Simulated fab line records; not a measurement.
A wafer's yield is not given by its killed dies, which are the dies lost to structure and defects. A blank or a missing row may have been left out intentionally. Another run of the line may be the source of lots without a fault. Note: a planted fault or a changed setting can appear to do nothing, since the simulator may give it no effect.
A lot that was struck, set against a sound lot || flow nand-harc || 38 steps out of a route of 1159
Sound: wafers L257.1, L257.4, L257.6. Struck: wafers L252.2, L252.3, L252.6. At the end, the cause is stated.
Order at every step that has rows: each side's tool, ch and its chambers, its first start. Under that, the readings that differ: sound wafers || struck wafers || difference of the means || sigmas: that difference in standard deviations of wafers without a fault.
alike: a reading whose means differ by less than 2 such deviations, as well as words and numbers matching on both sides. not compared: withheld readings; readings where some wafer has no value; bounds like >300 that might hide an equal value; numbers whose values overlap and for which the record gives no deviation.
A row with sigmas, a row that says differs or no value, or rows on one side alone: a step with any of these is where the two part. Numbers that have no deviation but don't overlap get no sigmas and don't part them. A reading that every wafer of one side lacks parts them only if that side has two wafers or more.

first, 2 steps without rows for these wafers: NHARC_A_SOURCE_PLATE_SRD_01; NHARC_A_SOURCE_PLATE_OXIDE_02 (material SiO2, target thk 10 nm, ox time 1362 s).
NHARC_A_SOURCE_PLATE_THK_MEAS_09: measures by ellipsometry.
  sound on film-metro-01 at day 11 18:38; struck on film-metro-02 at day 11 03:43
  alike: thk-nm
then, 3 steps without rows for these wafers: NHARC_A_SOURCE_PLATE_PVD_04 (deposits WSi2, target thk 50 nm); NHARC_A_SOURCE_PLATE_CVD_03 (deposits poly-Si, target thk 200 nm, time 4000 s); NHARC_A_SOURCE_PLATE_ANNEAL_05 (time 1800 s).
NHARC_A_SOURCE_PLATE_THK_MEAS_06: measures by ellipsometry.
  sound on film-metro-01 at day 12 08:39; struck on film-metro-02 at day 11 19:32
  alike: thk-nm
NHARC_A_SOURCE_PLATE_INSPECT_08:
  sound on defect-inspect-02 at day 12 08:43; struck on defect-inspect-01 at day 11 19:35
  alike: raw-defect-count
next comes 1 step that has no rows for these wafers: NHARC_A_ONON_D1_DEP_00 (target thickness 1000 nm).
NHARC_A_ONON_D1_THK_MEAS_02: measures by ellipsometry.
  sound on film-metro-02 at day 12 09:18; struck on film-metro-01 at day 11 20:10
{"reading": "thk-nm (nm)", "sound": "1015 1016 1015", "struck": "983 983 981", "difference": -33, "sigmas": -2}
NHARC_A_ONON_D1_DEP_03: target thk 1000 nm.
  sound on pecvd-onon-01 ch 0, day 12 09:21; struck on pecvd-onon-04 ch 0, day 11 20:17
  alike: susceptor-temp-C
NHARC_A_ONON_D1_THK_MEAS_05: measures by ellipsometry.
  sound on film-metro-01 at day 12 09:52; struck on film-metro-01 at day 11 20:45
  alike: thk-nm
next comes 1 step that has no rows for these wafers: NHARC_A_ONON_D1_DEP_06 (target thickness 1000 nm).
NHARC_A_ONON_D1_THK_MEAS_08: measures by ellipsometry.
  sound on film-metro-01 at day 12 10:26; struck on film-metro-01 at day 11 21:19
  alike: thk-nm
next comes 1 step that has no rows for these wafers: NHARC_A_ONON_D1_DEP_09 (target thickness 1000 nm).
NHARC_A_ONON_D1_THK_MEAS_11: measures by ellipsometry.
  sound on film-metro-01 at day 12 11:00; struck on film-metro-01 at day 11 21:53
  alike: thk-nm
next comes 1 step that has no rows for these wafers: NHARC_A_ONON_D1_DEP_12 (target thickness 1000 nm).
NHARC_A_ONON_D1_THK_MEAS_14: measures by ellipsometry.
  sound on film-metro-02 at day 12 11:34; struck on film-metro-02 at day 11 22:28
  alike: thk-nm
then, 2 steps without rows for these wafers: NHARC_A_ONON_D1_ANNEAL_15 (time 3600 s); NHARC_A_ONON_D1_DEP_16 (target thk 1000 nm).
NHARC_A_ONON_D1_THK_MEAS_18: measures by ellipsometry.
  sound on film-metro-02 at day 12 19:05; struck on film-metro-01 at day 12 05:37
  alike: thk-nm
next comes 1 step that has no rows for these wafers: NHARC_A_ONON_D1_DEP_19 (target thickness 1000 nm).
NHARC_A_ONON_D1_THK_MEAS_21: measures by ellipsometry.
  sound on film-metro-01 at day 12 19:39; struck on film-metro-01 at day 12 06:10
{"reading": "thk-nm (nm)", "sound": "1006 1005 1006", "struck": "989 987 989", "difference": -17, "sigmas": -2}
next comes 1 step that has no rows for these wafers: NHARC_A_ONON_D1_DEP_22 (target thickness 1000 nm).
NHARC_A_ONON_D1_THK_MEAS_24: measures by ellipsometry.
  sound on film-metro-01 at day 12 20:13; struck on film-metro-02 at day 12 06:44
  alike: thk-nm
next comes 1 step that has no rows for these wafers: NHARC_A_ONON_D1_DEP_25 (target thickness 1000 nm).
NHARC_A_ONON_D1_THK_MEAS_27: measures by ellipsometry.
  sound on film-metro-02 at day 12 20:47; struck on film-metro-01 at day 12 07:18
{"reading": "thk-nm (nm)", "sound": "969 971 970", "struck": "998 999 998", "difference": "+28", "sigmas": "+3"}
next comes 1 step that has no rows for these wafers: NHARC_A_ONON_D1_DEP_28 (target thickness 1000 nm).
NHARC_A_ONON_D1_THK_MEAS_30: measures by ellipsometry.
  sound on film-metro-01 at day 12 21:21; struck on film-metro-02 at day 12 07:52
  alike: thk-nm
NHARC_A_ONON_D1_DEP_33: deposits SiO2, target thk 200 nm.
  sound on pecvd-04 ch 1,2, day 12 21:30; struck on pecvd-01 ch 0,1,2, day 12 08:02
  alike: heater-power-w, susceptor-temp-C, throttle-valve-pct
NHARC_A_ONON_D1_THK_MEAS_34: measures by ellipsometry.
  sound on film-metro-02 at day 12 21:49; struck on film-metro-01 at day 12 08:24
  alike: thk-nm
NHARC_A_CHANNEL_HOLE_D1_DEP_00: deposits aC, target thk 3100 nm.
  sound on acl-dep-02 ch 0, day 12 21:58; struck on acl-dep-03 ch 0, day 12 09:22
{"reading": "susceptor-temp-C (C)", "sound": "- - -", "struck": "399.86 399.76 399.97", "difference": "no value on the sound wafers", "sigmas": ""}
  alike: throttle-valve-pct
NHARC_A_CHANNEL_HOLE_D1_DEP_01: deposits SiON, target thk 140 nm.
  sound on pecvd-02 ch 0,1,2, day 12 23:55; struck on pecvd-04 ch 0,2, day 12 11:01
  alike: heater-power-w, susceptor-temp-C
then, 4 steps without rows for these wafers: NHARC_A_CHANNEL_HOLE_D1_DEHYDRATE_02 (time 120 s); NHARC_A_CHANNEL_HOLE_D1_HMDS_03 (time 30 s); NHARC_A_CHANNEL_HOLE_D1_COAT_36 (time 75 s); NHARC_A_CHANNEL_HOLE_D1_COAT_37 (time 65 s).
-- jump in the record: it breaks off in module A_CHANNEL_HOLE_D1 and resumes in module END (first step shown: number 1159 of the route), and 11 days separate the struck wafers' starts before and after --
NHARC_END_SORT_01:
  only the struck wafers appear in the record here, on prober-02 ch 0 at day 23 08:07; the sound ones have no rows

== WHERE THEY PART ==
Earliest at NHARC_A_ONON_D1_THK_MEAS_02; latest, in this record, at NHARC_END_SORT_01.

WHY: what the simulator had put in
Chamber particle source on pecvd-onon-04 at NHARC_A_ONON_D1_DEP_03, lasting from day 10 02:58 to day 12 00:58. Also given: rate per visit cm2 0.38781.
